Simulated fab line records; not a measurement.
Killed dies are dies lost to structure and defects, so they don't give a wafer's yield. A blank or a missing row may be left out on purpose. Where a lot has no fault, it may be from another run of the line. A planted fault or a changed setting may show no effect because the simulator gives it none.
Shared-tool check | flow nand-harc | Sampled: 11 lots, 33 wafers

== WHY IT WAS OPENED ==
At NHARC_A_M1_OVL_MEAS_10 the reading overlay-x-nm is flagged on 2 of 11 lots. Fault-free wafers read 0.1 nm, with a standard deviation of 0.84.
Rule: flag the lot when none of its wafers has a number, or when each of its wafers that has one lies beyond 4 standard deviations from that mean. The other lots count as sound.

lot  | measured     | on         | overlay-x-nm (nm), wafer by wafer | flag
L551 | day 23 10:14 | overlay-01 | -0.9 -1.0 -0.4                    |
L556 | day 24 14:30 | overlay-01 | 0.7 -0.5 0.3                      |
L557 | day 25 13:10 | overlay-01 | -0.1 -0.6 0.0                     |
L559 | day 27 01:33 | overlay-02 | -0.3 -0.5 0.2                     |
L560 | day 27 07:41 | overlay-02 | -0.5 0.5 0.5                      |
L565 | day 28 20:51 | overlay-01 | 32.8 33.0 32.6                    | FLAGGED
L570 | day 31 23:49 | overlay-01 | 0.2 0.5 0.3                       |
L571 | day 32 00:57 | overlay-01 | 34.3 33.6 33.5                    | FLAGGED
L572 | day 32 02:14 | overlay-01 | -0.3 -0.1 -0.1                    |
L573 | day 32 22:01 | overlay-02 | -0.8 -0.7 -0.7                    |
L574 | day 32 23:50 | overlay-01 | -1.8 -1.7 -1.5                    |
The numbers of the flagged lots are 33.3 nm on average: +33.2 nm against the usual, or +40 standard deviations.

== EACH LOT AND THE TOOL IT RAN ON ==
2 process steps preceding the reading are held in the record, out of 1302 steps in the route. Cell contents, in order: the tool; ch with the chambers the sampled wafers went through; the start.
lot  | flag    | NHARC_A_M0_PVD_21                       | NHARC_A_M1_EXPOSE_06
L551 |         | pvd-sputter-02, day 23 10:01 or earlier | arfi-scanner-03 ch 0, day 23 10:01
L556 |         | pvd-sputter-01, day 24 14:16 or earlier | arfi-scanner-02 ch 0, day 24 14:16
L557 |         | pvd-sputter-03, day 25 12:56 or earlier | arfi-scanner-03 ch 0, day 25 12:56
L559 |         | pvd-sputter-02, day 27 01:19 or earlier | arfi-scanner-02 ch 0, day 27 01:19
L560 |         | pvd-sputter-01, day 27 07:27 or earlier | arfi-scanner-02 ch 0, day 27 07:27
L565 | FLAGGED | pvd-sputter-03, day 28 20:38 or earlier | arfi-scanner-02 ch 0, day 28 20:38
L570 |         | pvd-sputter-02, day 31 23:35 or earlier | arfi-scanner-01 ch 0, day 31 23:35
L571 | FLAGGED | pvd-sputter-03, day 32 00:43 or earlier | arfi-scanner-02 ch 0, day 32 00:43
L572 |         | pvd-sputter-01, day 32 02:00 or earlier | arfi-scanner-03 ch 0, day 32 02:00
L573 |         | pvd-sputter-02, day 32 21:47 or earlier | arfi-scanner-03 ch 0, day 32 21:47
L574 |         | pvd-sputter-03, day 32 23:36 or earlier | arfi-scanner-01 ch 0, day 32 23:36
What these steps do:
- NHARC_A_M0_PVD_21: deposits Cu, target thk 30 nm, time 20.49 s.
- NHARC_A_M1_EXPOSE_06: exposes mask A M1, target cd 120 nm.
- NHARC_A_M1_OVL_MEAS_10: pitch 240 nm.

== FLAGGED AGAINST TOTAL, ONE TOOL AT A TIME (gauges that did the reading follow at the end) ==
step                   | tool            | lots run | flagged | share of the flagged lots | sound lots run after its first flagged lot
NHARC_A_M0_PVD_21      | pvd-sputter-01  | 3        | 0       | none                      | -
NHARC_A_M0_PVD_21      | pvd-sputter-02  | 4        | 0       | none                      | -
NHARC_A_M0_PVD_21      | pvd-sputter-03  | 4        | 2       | all                       | 1 (L574)
NHARC_A_M1_EXPOSE_06   | arfi-scanner-01 | 2        | 0       | none                      | -
NHARC_A_M1_EXPOSE_06   | arfi-scanner-02 | 5        | 2       | all                       | 0
NHARC_A_M1_EXPOSE_06   | arfi-scanner-03 | 4        | 0       | none                      | -
NHARC_A_M1_OVL_MEAS_10 | overlay-01      | 8        | 2       | all                       | 3 (L570,L572,L574)
NHARC_A_M1_OVL_MEAS_10 | overlay-02      | 3        | 0       | none                      | -
NHARC_A_M0_PVD_21 gives no start for some lots, so the hours and the order of its lots are those of NHARC_A_M1_EXPOSE_06.

== WHAT THE TABLE ALLOWS ==
Rows of the table that ran every flagged lot, 3 in all: pvd-sputter-03 at NHARC_A_M0_PVD_21, arfi-scanner-02 at NHARC_A_M1_EXPOSE_06, overlay-01 at NHARC_A_M1_OVL_MEAS_10.
- pvd-sputter-03 at NHARC_A_M0_PVD_21 ran 4 lots, 2 of them flagged. Sound lots followed the first flagged one (L574) on it, something a lasting fault affecting the whole tool could not allow.
- arfi-scanner-02 at NHARC_A_M1_EXPOSE_06 ran 5 lots, 2 of them flagged. A fault beginning between L560 (day 27 07:27), its last sound lot, and L565 (day 28 20:38), its first flagged one, fits the data.
- overlay-01 at NHARC_A_M1_OVL_MEAS_10 ran 8 lots, 2 of them flagged. Sound lots followed the first flagged one (L570, L572, L574) on it, something a lasting fault affecting the whole tool could not allow.
Left over: one tool, arfi-scanner-02 at NHARC_A_M1_EXPOSE_06.

== WHAT WAS PUT IN BY THE SIMULATOR ==
Scanner matching overlay: arfi-scanner-02, from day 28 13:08 on, at NHARC_A_M1_EXPOSE_06. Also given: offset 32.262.
Shown lots that were struck: L565, L571. This agrees with what the rule above found.
